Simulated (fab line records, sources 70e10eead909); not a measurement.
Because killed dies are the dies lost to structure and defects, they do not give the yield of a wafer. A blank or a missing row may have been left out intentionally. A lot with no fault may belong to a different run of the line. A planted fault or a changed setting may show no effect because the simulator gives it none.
2 desks, one fault ; flow nandHarc ; what lay behind the numbers comes last; until then each desk has only its own

AT THE TOOL OWNER'S DESK: lithoTrack-06
The tool's own readings at NHARC_A_SLIT_SOFTBAKE_04 (time 55 s): means of the sampled wafers that have a number, for each lot that ran on this tool. A lot is out of limits, marked OUT, if its mean lies more than 4 standard deviations from the usual mean; the brackets give that distance.
Columns: A = heaterPowerTotalW at NHARC_A_SLIT_SOFTBAKE_04, usual 188.45 W; B = resistLineTempC at NHARC_A_SLIT_SOFTBAKE_04, usual 23.00 C
lot;first seen here;A;B
L294;day 20 03:00;188.39;23.08
L298;day 22 05:00;188.46;22.92
L300;day 22 10:00;188.48;22.99
L307;day 25 13:00;188.39;23.13
L312;day 27 20:00;203.75 (+99 or more) OUT;23.04
L313;day 28 11:00;203.71 (+99 or more) OUT;23.03
This desk finds L312, L313 out of limits, L312 being first, at day 27 20:00 (heaterPowerTotalW at NHARC_A_SLIT_SOFTBAKE_04). In limits: L294, L298, L300, L307.

THE DEFECT DESK
For each lot, the counts of the inspections along the route, averaged over the sampled wafers that have a number. A lot is out of limits, marked OUT, if its mean lies more than 4 standard deviations from the usual mean; the brackets give that distance.
Columns: A = rawDefectCount at NHARC_A_SLIT_INSPECT_11, usual 53
lot;first seen here;A
L294;day 20 03:32;84
L299;day 21 19:46;63
L297;day 21 22:22;117
L298;day 22 05:37;63
L300;day 22 11:10;40
L301;day 23 03:49;40
L304;day 24 01:41;81
L307;day 25 13:42;90
L310;day 27 08:22;28
L312;day 27 21:16;22
L313;day 28 11:45;28
L315;day 28 17:04;15
This desk's verdict: no lot among the 12 shows anything out of limits.

TAKEN TOGETHER
The tool owner's desk could have raised an alarm at day 27 20:00, on L312, L313.
Nothing out of limits was seen by the defect desk.
The defect desk has L312, L313 on record, within its limits.
Of the lots named, all ran NHARC_A_SLIT_SOFTBAKE_04 on lithoTrack-06.

WHAT THE SIMULATOR HAD PUT IN
Process parameter drift: lithoTrack-06, from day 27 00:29 on, at NHARC_A_SLIT_SOFTBAKE_04. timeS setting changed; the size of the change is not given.
Struck lots among those shown: L312, L313.
How many hours passed from the start of the fault until each desk's first out-of-limits reading: the tool owner's desk, 20.
